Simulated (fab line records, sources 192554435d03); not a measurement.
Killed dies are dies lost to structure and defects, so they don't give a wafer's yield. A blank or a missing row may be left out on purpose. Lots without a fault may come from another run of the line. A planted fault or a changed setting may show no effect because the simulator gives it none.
fab line records | flow n5_finfet
record lots=7 wafers=21
route steps=1938 shown BEOL_M9@1411 BEOL_M10@1513 BEOL_M11@1539 BEOL_M12@1616
start_h: hours from the record's first day to the start of the lot's first wafer shown | wait_h: hours since the lot's step before | " the same as in the row above | L1.1+2: a row that stands for several wafers | - no value, or no start given | * or withheld: withheld | < > ~ a bound
route shown NAME@n: a module of which the file shows steps, and the number in the route of the first | usual: mean/standard deviation of fault-free wafers | same: alike in all rows | chamber/n: place in a boat | sites: the reading at each site | _std_site: their standard deviation | _edge_site: outer sites' mean less inner sites' | radius_mm: how far each site lies from the wafer's centre | mask NAME#n: copy n | behind: the tool/chamber that last shaped the wafer | hold: why the lot was held/for how many hours/how that ended | device: the transistor (n, p or np) that didn't switch | end of line: the same wafers' tests at the end of the route | a step without rows: its recipe alone | killed: dies lost to structure and defects at the first sort, not the wafer's yield | map: a wafer's dies, x killed, . not, _ none there
set.NAME: the setting as run; set.NAME@STEP: as run at that earlier step | model.NAME: the simulator's own value behind a step, which no gauge read
lots whose settings were changed on purpose; a table a step, a row a wafer
## steps
# step N5_BEOL_M9_EXPOSE_08
# recipe mask_id=M9 na=1.35 source_shape=dipole sigma_inner=0.411 sigma_outer=0.611 polarization=te dose_mj=53.75
# columns lot.wafer tool chamber start_h wait_h mask set.dose_mj
L077.3+5+6 arfi_scanner-02 0 223.52 - M9#0 53.75
L078.1+2+4 arfi_scanner-01 0 229.09 - M9#0 53.75
L079.1+2 arfi_scanner-03 0 234.57 - M9#0 49.81
L079.6 " 0 " " M9#0 53.75
L082.4+5 arfi_scanner-03 0 247.56 - M9#0 53.75
L082.6 " 0 " " M9#0 56.26
L085.2+3+6 arfi_scanner-03 0 266.30 - M9#0 53.75
L088.3+4 arfi_scanner-01 0 292.85 - M9#0 55.39
L088.5 " 0 " " M9#0 53.75
L090.4+6 arfi_scanner-03 0 304.44 - M9#0 53.75
L090.5 " 0 " " M9#0 56.24
# step N5_BEOL_M9_PEB_09
# recipe peb_temp_c=withheld peb_time_s=60 resist=CAR-ArF
# step N5_BEOL_M9_DEVELOP_10
# recipe develop_time_s=30 developer=TMAH resist=CAR-ArF rinse_liquid=diw dry=air_spin dev_temp_c=23
# step N5_BEOL_M9_CD_MEAS_11
# recipe target_cd_nm=64.1 landing_energy_ev=500 detector=se_inlens polarity=opening
# usual cd_nm=64.4/0.68
# columns lot.wafer tool chamber start_h wait_h set.dose_mj@BEOL_M9_EXPOSE_08 cd_nm
L077.3 cd_sem-01 0 223.64 - 53.75 64.1
L077.5 " 0 " " 53.75 65.0
L077.6 " 0 " " 53.75 65.1
L078.1 cd_sem-01 0 229.22 - 53.75 65.1
L078.2 " 0 " " 53.75 66.5
L078.4 " 0 " " 53.75 64.6
L079.1 cd_sem-01 0 234.70 - 49.81 59.7
L079.2 " 0 " " 49.81 59.6
L079.6 " 0 " " 53.75 65.4
L082.4 cd_sem-01 0 247.67 - 53.75 63.8
L082.5 " 0 " " 53.75 63.4
L082.6 " 0 " " 56.26 67.1
L085.2 cd_sem-01 0 266.42 - 53.75 62.9
L085.3 " 0 " " 53.75 63.2
L085.6 " 0 " " 53.75 64.7
L088.3 cd_sem-02 0 292.96 - 55.39 65.1
L088.4 " 0 " " 55.39 65.4
L088.5 " 0 " " 53.75 63.7
L090.4 cd_sem-01 0 304.55 - 53.75 64.6
L090.5 " 0 " " 56.24 67.4
L090.6 " 0 " " 53.75 63.3
# step N5_BEOL_M9_STRIP_68
# recipe chemistry=N2/H2 temp_c=40 n2_flow_sccm=200 h2_flow_sccm=200 rf_frequency_hz=6e+07
# step N5_BEOL_M9_STRIP_67
# recipe chemistry=CF4 resist=SiARC power_w=300 bias_power_w=75 pressure_mtorr=50 cf4_flow_sccm=150 rf_frequency_hz=6e+07
# step N5_BEOL_M9_HM_OPEN_17
# recipe chemistry=Cl2/BCl3 target_depth_a=200 overetch_a=60 target=TiN mask_material=SOC ion_energy_ev=150 pressure_mtorr=10 icp_w=1000 bias_w=126 Cl2_flow_sccm=53.25 bcl3_flow_sccm=21.75 Ar_flow_sccm=25
# columns lot.wafer tool chamber start_h wait_h set.target_thk_a@BEOL_M9_HM_DEP_02 model.etch.depth_nm
L077.3 rie_metal-03 1 224.03 0.1 225.2 22.8
L077.5 " 0 " " 200 20.06
L077.6 " 1 " " 225.2 22.79
L078.1 rie_metal-02 0 229.59 0.0 200 20.33
L078.2 " 1 " " 200 20.19
L078.4 " 1 " " 200 20.18
L079.1 rie_metal-01 0 235.60 0.0 200 20.04
L079.2 " 1 " " 200 20.34
L079.6 " 1 " " 200 20.01
L082.4 rie_metal-02 1 248.22 0.1 200 19.83
L082.5 " 1 " " 200 19.76
L082.6 " 0 " " 200 19.67
L085.2 rie_metal-03 1 266.78 0.0 200 19.7
L085.3 " 1 " " 200 20.02
L085.6 " 0 " " 200 19.89
L088.3 rie_metal-03 0 293.35 0.1 200 20.3
L088.4 " 1 " " 200 20.22
L088.5 " 1 " " 173.3 17.73
L090.4 rie_metal-03 0 305.15 0.1 200 19.78
L090.5 " 0 " " 200 19.91
L090.6 " 1 " " 200 19.46
# step N5_BEOL_M9_STRIP_19
# recipe chemistry=O2 power_w=400 temp_c=40 pressure_mtorr=30 rf_frequency_hz=6e+07 bias_power_w=0 overash_fraction=0.2 o2_flow_sccm=225
# step N5_BEOL_M9_CD_MEAS_18
# recipe pitch_nm=140 target_cd_nm=70
# usual cd_nm=70.3/0.79
# columns lot.wafer tool chamber start_h wait_h set.dose_mj@BEOL_M9_EXPOSE_08 cd_nm
L077.3 cd_sem-01 - 224.18 0.1 53.75 70.4
L077.5 " - " " 53.75 71.2
L077.6 " - " " 53.75 71.0
L078.1 cd_sem-03 - 229.77 0.0 53.75 71.0
L078.2 " - " " 53.75 71.7
L078.4 " - " " 53.75 70.8
L079.1 cd_sem-01 - 235.82 0.0 49.81 65.7
L079.2 " - " " 49.81 65.4
L079.6 " - " " 53.75 71.4
L082.4 cd_sem-02 - 248.38 0.1 53.75 69.8
L082.5 " - " " 53.75 70.4
L082.6 " - " " 56.26 73.0
L085.2 cd_sem-02 - 266.96 0.1 53.75 68.0
L085.3 " - " " 53.75 68.8
L085.6 " - " " 53.75 69.5
L088.3 cd_sem-02 - 293.54 0.1 55.39 70.8
L088.4 " - " " 55.39 71.3
L088.5 " - " " 53.75 68.9
L090.4 cd_sem-02 - 305.33 0.1 53.75 70.8
L090.5 " - " " 56.24 74.0
L090.6 " - " " 53.75 68.9
# step N5_BEOL_M9_ETCH_66
# recipe chemistry=N2/H2 target=SOC target_depth_a=800 overetch_a=160 mask_material=SiARC temp_c=40 time_s=120 ion_energy_ev=200 pressure_mtorr=30 source_w=840 bias_w=150 n2_flow_sccm=200 h2_flow_sccm=200
# usual rf_vpp_V=523.9/2.8
# columns lot.wafer tool chamber start_h wait_h set.bias_w rf_vpp_V model.SiARC_of_BEOL_M9_COAT_64.thk_nm
L077.3 rie_diel-05 3 226.77 0.0 150 524.8 6.6
L077.5 " 0 " " 150 524.8 6.4
L077.6 " 1 " " 150 526.1 6.6
L078.1 rie_diel-02 2 230.29 0.0 132.4 482.0 7.6
L078.2 " 3 " " 132.4 486.9 7.4
L078.4 " 1 " " 150 520.3 6.6
L079.1 rie_diel-02 3 236.99 0.0 150 526.3 6.8
L079.2 " 2 " " 150 523.8 6.8
L079.6 " 2 " " 157.9 542.0 6.6
L082.4 rie_diel-02 1 248.88 0.0 150 521.4 6.6
L082.5 " 1 " " 124.7 461.5 7.8
L082.6 " 0 " " 150 524.0 6.2
L085.2 rie_diel-02 1 268.86 0.0 150 520.7 6.6
L085.3 " 0 " " 150 524.2 6.2
L085.6 " 3 " " 150 527.0 6.6
L088.3 rie_diel-06 2 295.96 0.0 150 528.4 6.2
L088.4 " 3 " " 150 516.4 6.6
L088.5 " 2 " " 150 527.8 6.2
L090.4 rie_diel-06 0 306.04 0.0 150 524.0 6.4
L090.5 " 0 " " 129.7 479.0 7.4
L090.6 " 3 " " 150 518.5 6.4
# step N5_BEOL_M9_TRENCH_ETCH_37
# recipe chemistry=C4F6/O2 target_depth_a=1514.3 target=SiCOH_lowk time_s=49 ion_energy_ev=250 pressure_mtorr=30 source_w=345 bias_w=185 Ar_flow_sccm=300 C4F6_flow_sccm=10 O2_flow_sccm=10
# columns lot.wafer tool chamber start_h wait_h set.source_w
L077.3+5 rie_diel-05 3,0 - - 345
L077.6 " 1 " " 374.9
L078.1+4 rie_diel-02 2,1 - - 345
L078.2 " 3 " " 390.7
L079.1 rie_diel-02 3 - - 401.4
L079.2+6 " 2 " " 345
L082.4 rie_diel-02 1 - - 294.2
L082.5+6 " 1,0 " " 345
L085.2+3+6 rie_diel-02 1,0,3 - - 345
L088.3+5 rie_diel-06 2 - - 345
L088.4 " 3 " " 402.6
L090.4+5+6 rie_diel-06 0,0,3 - - 345
# step N5_BEOL_M9_ETCH_41
# recipe chemistry=CH3F/O2 target=SiCN target_depth_a=366 taper_deg=2 time_s=70.1 ion_energy_ev=120 mask_material=TiN pressure_mtorr=30 source_w=395 bias_w=75 Ar_flow_sccm=150 CH3F_flow_sccm=30 O2_flow_sccm=20
# step N5_BEOL_M9_STRIP_80
# recipe chemistry=N2/H2 time_s=10 power_w=450 temp_c=40 pressure_mtorr=20 rf_frequency_hz=6e+07 bias_power_w=7 n2_flow_sccm=200 h2_flow_sccm=200
# step N5_BEOL_M9_PRECLEAN_42
# recipe chemistry=residue_remover time_s=60 temp_c=40
# step N5_BEOL_M9_SRD_43
# recipe time_s=30 temp_c=23 rinse_liquid=diw dry=ipa_marangoni
# step N5_BEOL_M9_CD_MEAS_35
# recipe target_cd_nm=70 target_cd_y_nm=40 polarity=opening
# usual cd_nm=70.3/0.81
# columns lot.wafer tool chamber start_h wait_h set.dose_mj@BEOL_M9_EXPOSE_08 cd_nm
L077.3 cd_sem-01 - 227.31 0.0 53.75 70.7
L077.5 " - " " 53.75 71.3
L077.6 " - " " 53.75 70.8
L078.1 cd_sem-02 - 230.82 0.0 53.75 70.9
L078.2 " - " " 53.75 72.3
L078.4 " - " " 53.75 70.8
L079.1 cd_sem-03 - 237.53 0.0 49.81 66.1
L079.2 " - " " 49.81 64.9
L079.6 " - " " 53.75 70.9
L082.4 cd_sem-02 - 249.43 0.0 53.75 69.7
L082.5 " - " " 53.75 70.4
L082.6 " - " " 56.26 73.5
L085.2 cd_sem-03 - 269.40 0.0 53.75 68.2
L085.3 " - " " 53.75 69.1
L085.6 " - " " 53.75 70.1
L088.3 cd_sem-03 - 296.49 0.0 55.39 71.2
L088.4 " - " " 55.39 71.4
L088.5 " - " " 53.75 69.0
L090.4 cd_sem-02 - 306.57 0.0 53.75 70.9
L090.5 " - " " 56.24 74.1
L090.6 " - " " 53.75 68.7
# step N5_BEOL_M10_ETCH_41
# recipe chemistry=CH3F/O2 target=SiCN target_depth_a=426 taper_deg=2 time_s=86 ion_energy_ev=120 mask_material=TiN pressure_mtorr=30 source_w=395 bias_w=75 Ar_flow_sccm=150 CH3F_flow_sccm=30 O2_flow_sccm=20
# usual rf_vpp_V=297.9/1.8
# columns lot.wafer tool chamber start_h wait_h set.source_w rf_vpp_V
L077.3 rie_diel-03 0 - - 395 298.4
L077.5 " 0 " " 395 298.4
L077.6 " 3 " " 395 299.2
L078.1 rie_diel-01 3 - - 395 298.0
L078.2 " 1 " " 433.4 286.2
L078.4 " 2 " " 433.4 290.0
L079.1 rie_diel-03 1 - - 415.2 293.8
L079.2 " 2 " " 395 295.4
L079.6 " 0 " " 415.2 294.3
L082.4 rie_diel-01 3 - - 342.3 312.7
L082.5 " 2 " " 395 300.0
L082.6 " 1 " " 395 296.4
L085.2 rie_diel-01 1 - - 395 294.7
L085.3 " 2 " " 395 300.8
L085.6 " 3 " " 395 298.9
L088.3 rie_diel-03 2 - - 395 294.1
L088.4 " 2 " " 447.8 282.7
L088.5 " 1 " " 395 298.6
L090.4 rie_diel-03 0 - - 395 298.5
L090.5 " 2 " " 395 296.4
L090.6 " 3 " " 395 298.4
# step N5_BEOL_M11_PECVD_70
# recipe material=SiO2 target_thk_a=200 temp_c=400 precursor=TEOS/O2 pressure_torr=5.5 rf_w=450 teos_flow_sccm=53.8 gas=O2 flow_sccm=3000 time_s=22.7
# columns lot.wafer tool chamber start_h wait_h set.temp_c model.SiO2_of_BEOL_M11_PECVD_70.thk_nm
L077.3 pecvd-02 0 238.44 0.0 400 19.8
L077.5+6 " 1,0 " " 411.4 18.8
L078.1+2 pecvd-02 0,1 243.45 0.0 400 20
L078.4 " 0 " " 400 20.4
L079.1 pecvd-04 1 250.13 0.0 392.1 20.8
L079.2 " 0 " " 400 20.2
L079.6 " 2 " " 400 20
L082.4 pecvd-01 2 261.85 0.1 400 20
L082.5 " 1 " " 400 20.4
L082.6 " 0 " " 416.9 18.4
L085.2 pecvd-02 0 282.34 0.0 400 19.8
L085.3 " 1 " " 400 19.6
L085.6 " 1 " " 400 20.4
L088.3 pecvd-01 0 308.76 0.0 383.3 22.2
L088.4+5 " 1,2 " " 400 20.4
L090.4 pecvd-02 1 319.72 0.1 400 20.4
L090.5 " 0 " " 414.2 18.6
L090.6 " 2 " " 400 20.6
# step N5_BEOL_M11_COAT_59
# recipe resist=SOC temp_c=250 time_s=60 spin_rpm=1500 resist_thk_nm=100
# columns lot.wafer tool chamber start_h wait_h set.spin_rpm model.SOC_of_BEOL_M11_COAT_59.thk_nm
L077.3 litho_track-02 0 238.86 0.1 1500 100.2
L077.5 " 0 " " 1604 96.6
L077.6 " 0 " " 1604 96.8
L078.1 litho_track-05 0 244.03 0.1 1568 97.6
L078.2 " 0 " " 1568 97.8
L078.4 " 0 " " 1500 99.8
L079.1+2 litho_track-02 0 250.82 0.1 1500 100.4
L079.6 " 0 " " 1500 100.2
L082.4 litho_track-02 0 262.87 0.1 1500 100
L082.5 " 0 " " 1617 96.2
L082.6 " 0 " " 1500 100.2
L085.2 litho_track-03 0 282.57 0.1 1500 99.8
L085.3+6 " 0 " " 1500 99.6
L088.3+4 litho_track-05 0 313.63 0.1 1500 99.6
L088.5 " 0 " " 1421 103
L090.4+5 litho_track-03 0 322.08 0.0 1500 100
L090.6 " 0 " " 1400 104
# step N5_BEOL_M11_COAT_60
# recipe resist=SiARC temp_c=220 time_s=60 spin_rpm=1500 resist_thk_nm=30
# step N5_BEOL_M11_COAT_05
# recipe resist=CAR-ArF spin_rpm=1500 resist_thk_nm=90
# step N5_BEOL_M11_DESCUM_16
# recipe chemistry=O2 time_s=7.9 source_power_w=50 bias_power_w=20 pressure_mtorr=20 rf_frequency_hz=2.712e+07 temp_c=40 resist=CAR-ArF o2_flow_sccm=225
# step N5_BEOL_M11_ETCH_61
# recipe chemistry=CF4 target=SiARC target_depth_a=390 mask_material=CAR-ArF time_s=65 ion_energy_ev=80 pressure_mtorr=40 source_w=545 bias_w=36 Ar_flow_sccm=100 cf4_flow_sccm=100 ends=cleared
# step N5_BEOL_M11_ETCH_62
# recipe chemistry=N2/H2 target=SOC target_depth_a=1100 overetch_a=220 mask_material=SiARC temp_c=40 time_s=165 ion_energy_ev=200 pressure_mtorr=30 source_w=840 bias_w=150 n2_flow_sccm=200 h2_flow_sccm=200
# columns lot.wafer tool chamber start_h wait_h set.spin_rpm@BEOL_M11_COAT_59 model.etch.depth_nm
L077.3 rie_diel-02 0 239.41 0.0 1500 100.1
L077.5 " 0 " " 1604 96.64
L077.6 " 3 " " 1604 96.89
L078.1 rie_diel-02 0 244.45 0.0 1568 97.59
L078.2 " 3 " " 1568 97.83
L078.4 " 1 " " 1500 99.76
L079.1+2 rie_diel-05 0,3 251.37 0.0 1500 100.4
L079.6 " 2 " " 1500 100.3
L082.4 rie_diel-02 1 263.46 0.0 1500 99.97
L082.5 " 2 " " 1617 96.3
L082.6 " 1 " " 1500 100.1
L085.2 rie_diel-06 2 283.11 0.0 1500 99.78
L085.3 " 3 " " 1500 99.67
L085.6 " 3 " " 1500 99.62
L088.3 rie_diel-02 2 314.17 0.0 1500 99.57
L088.4 " 3 " " 1500 99.56
L088.5 " 0 " " 1421 102.9
L090.4 rie_diel-06 0 322.62 0.0 1500 99.99
L090.5 " 0 " " 1500 100.1
L090.6 " 1 " " 1400 103.9
# step N5_BEOL_M11_STRIP_68
# recipe chemistry=N2/H2 temp_c=40 n2_flow_sccm=200 h2_flow_sccm=200 rf_frequency_hz=6e+07
# step N5_BEOL_M11_STRIP_67
# recipe chemistry=CF4 resist=SiARC power_w=300 bias_power_w=75 pressure_mtorr=50 cf4_flow_sccm=150 rf_frequency_hz=6e+07
# step N5_BEOL_M11_HM_OPEN_17
# recipe chemistry=Cl2/BCl3 target_depth_a=200 overetch_a=60 target=TiN mask_material=SOC ion_energy_ev=150 pressure_mtorr=10 icp_w=1000 bias_w=126 Cl2_flow_sccm=53.25 bcl3_flow_sccm=21.75 Ar_flow_sccm=25
# columns lot.wafer tool chamber start_h wait_h set.spin_rpm@BEOL_M11_COAT_59 model.SOC_of_BEOL_M11_COAT_59.thk_nm
L077.3 rie_metal-02 1 239.62 0.1 1500 92.6
L077.5 " 0 " " 1604 88.2
L077.6 " 1 " " 1604 89.4
L078.1 rie_metal-01 0 244.63 0.0 1568 89.6
L078.2 " 1 " " 1568 90
L078.4 " 1 " " 1500 91.8
L079.1+6 rie_metal-03 1,0 251.55 0.0 1500 92.6
L079.2 " 0 " " 1500 92.8
L082.4 rie_metal-01 1 263.68 0.1 1500 92.2
L082.5 " 1 " " 1617 88.4
L082.6 " 0 " " 1500 92.4
L085.2 rie_metal-02 1 283.30 0.0 1500 92.4
L085.3 " 1 " " 1500 92.2
L085.6 " 0 " " 1500 91.4
L088.3+4 rie_metal-03 1,0 314.39 0.1 1500 91.8
L088.5 " 0 " " 1421 95.4
L090.4+5 rie_metal-01 0 322.90 0.1 1500 92.2
L090.6 " 0 " " 1400 96.2
# step N5_BEOL_M11_STRIP_19
# recipe chemistry=O2 power_w=400 temp_c=40 pressure_mtorr=30 rf_frequency_hz=6e+07 bias_power_w=0 overash_fraction=0.2 o2_flow_sccm=225
# step N5_BEOL_M11_STRIP_77
# recipe chemistry=N2/H2 time_s=10 power_w=450 temp_c=40 pressure_mtorr=20 rf_frequency_hz=6e+07 bias_power_w=7 n2_flow_sccm=200 h2_flow_sccm=200
# step N5_BEOL_M11_HM_STRIP_39
# recipe chemistry=peroxide_tin_strip material=TiN target_depth_a=250 temp_c=50 time_s=158
# columns lot.wafer tool chamber start_h wait_h set.temp_c@BEOL_M11_PECVD_70 model.SiO2_of_BEOL_M11_PECVD_70.thk_nm
L077.3 wet_bench-05 2 240.93 0.0 400 19.6
L077.5+6 " 4,6 " " 411.4 18.6
L078.1 wet_bench-05 4 246.72 0.0 400 20
L078.2 " 2 " " 400 19.8
L078.4 " 3 " " 400 20.2
L079.1 wet_bench-01 3 254.53 0.0 392.1 20.6
L079.2 " 1 " " 400 20
L079.6 " 4 " " 400 19.8
L082.4 wet_bench-06 2 265.78 0.0 400 19.8
L082.5 " 7 " " 400 20.2
L082.6 " 4 " " 416.9 18.2
L085.2+3 wet_bench-06 1,4 284.62 0.0 400 19.6
L085.6 " 0 " " 400 20.2
L088.3 wet_bench-05 6 315.60 0.0 383.3 22
L088.4+5 " 4,7 " " 400 20.2
L090.4 wet_bench-06 3 325.18 0.0 400 20.2
L090.5 " 2 " " 414.2 18.6
L090.6 " 4 " " 400 20.4
# step N5_BEOL_M12_ETCH_59
# recipe chemistry=N2/H2 target=BARC target_depth_a=890 overetch_a=267 time_s=67.9 ion_energy_ev=200 pressure_mtorr=30 source_w=840 bias_w=150 n2_flow_sccm=200 h2_flow_sccm=200
# usual rf_vpp_V=525/3.2
# columns lot.wafer tool chamber start_h wait_h set.bias_w rf_vpp_V
L077.3 rie_diel-03 0 245.08 0.0 150 526
L077.5 " 1 " " 150 528
L077.6 " 0 " " 150 526
L078.1 rie_diel-04 2 250.59 0.0 150 529
L078.2 " 0 " " 162.4 555
L078.4 " 3 " " 150 521
L079.1 rie_diel-03 2 258.77 0.0 142.4 502
L079.2 " 1 " " 150 529
L079.6 " 3 " " 142.4 507
L082.4 rie_diel-04 3 270.51 0.0 150 519
L082.5 " 1 " " 150 523
L082.6 " 2 " " 138.9 503
L085.2 rie_diel-04 3 289.82 0.0 150 521
L085.3 " 1 " " 150 523
L085.6 " 0 " " 150 529
L088.3 rie_diel-01 2 318.53 0.0 150 528
L088.4 " 0 " " 150 524
L088.5 " 2 " " 150 529
L090.4 rie_diel-03 1 329.30 0.0 150 527
L090.5 " 1 " " 171.5 573
L090.6 " 2 " " 171.5 565
## key
split step=N5_BEOL_M9_EXPOSE_08 setting=dose_mj stated=53.75 by=wafer
response step=N5_BEOL_M9_CD_MEAS_11 reading=cd_nm change=+0.745 per=1% r=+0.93
response step=N5_BEOL_M9_CD_MEAS_18 reading=cd_nm change=+0.77 per=1% r=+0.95
response step=N5_BEOL_M9_CD_MEAS_35 reading=cd_nm change=+0.78 per=1% r=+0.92
split step=N5_BEOL_M9_ETCH_66 setting=bias_w stated=150 by=wafer
response step=N5_BEOL_M9_ETCH_66 reading=rf_vpp_V change=+3.34 per=1% r=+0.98
response step=N5_BEOL_M9_ETCH_66 reading=model.SiARC_of_BEOL_M9_COAT_64.thk_nm change=-0.077 per=1% r=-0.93
split step=N5_BEOL_M9_TRENCH_ETCH_37 setting=source_w stated=345 by=wafer
response none clear
split step=N5_BEOL_M10_ETCH_41 setting=source_w stated=395 by=wafer
response step=N5_BEOL_M10_ETCH_41 reading=rf_vpp_V change=-1 per=1% r=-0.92
split step=N5_BEOL_M11_PECVD_70 setting=temp_c stated=400 by=wafer
response step=N5_BEOL_M11_PECVD_70 reading=model.SiO2_of_BEOL_M11_PECVD_70.thk_nm change=-0.436 per=1% r=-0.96
response step=N5_BEOL_M11_HM_STRIP_39 reading=model.SiO2_of_BEOL_M11_PECVD_70.thk_nm change=-0.424 per=1% r=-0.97
split step=N5_BEOL_M11_COAT_59 setting=spin_rpm stated=1500 by=wafer
response step=N5_BEOL_M11_COAT_59 reading=model.SOC_of_BEOL_M11_COAT_59.thk_nm change=-0.539 per=1% r=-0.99
response step=N5_BEOL_M11_ETCH_62 reading=model.etch.depth_nm change=-0.522 per=1% r=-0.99
response step=N5_BEOL_M11_HM_OPEN_17 reading=model.SOC_of_BEOL_M11_COAT_59.thk_nm change=-0.553 per=1% r=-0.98
split step=N5_BEOL_M12_ETCH_59 setting=bias_w stated=150 by=wafer
response step=N5_BEOL_M12_ETCH_59 reading=rf_vpp_V change=+3.12 per=1% r=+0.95
split outside_this_file step=N5_BEOL_M9_HM_DEP_02 setting=target_thk_a
# split outside_this_file: this setting was split too, and the file shows its column; the key of that split is in another file
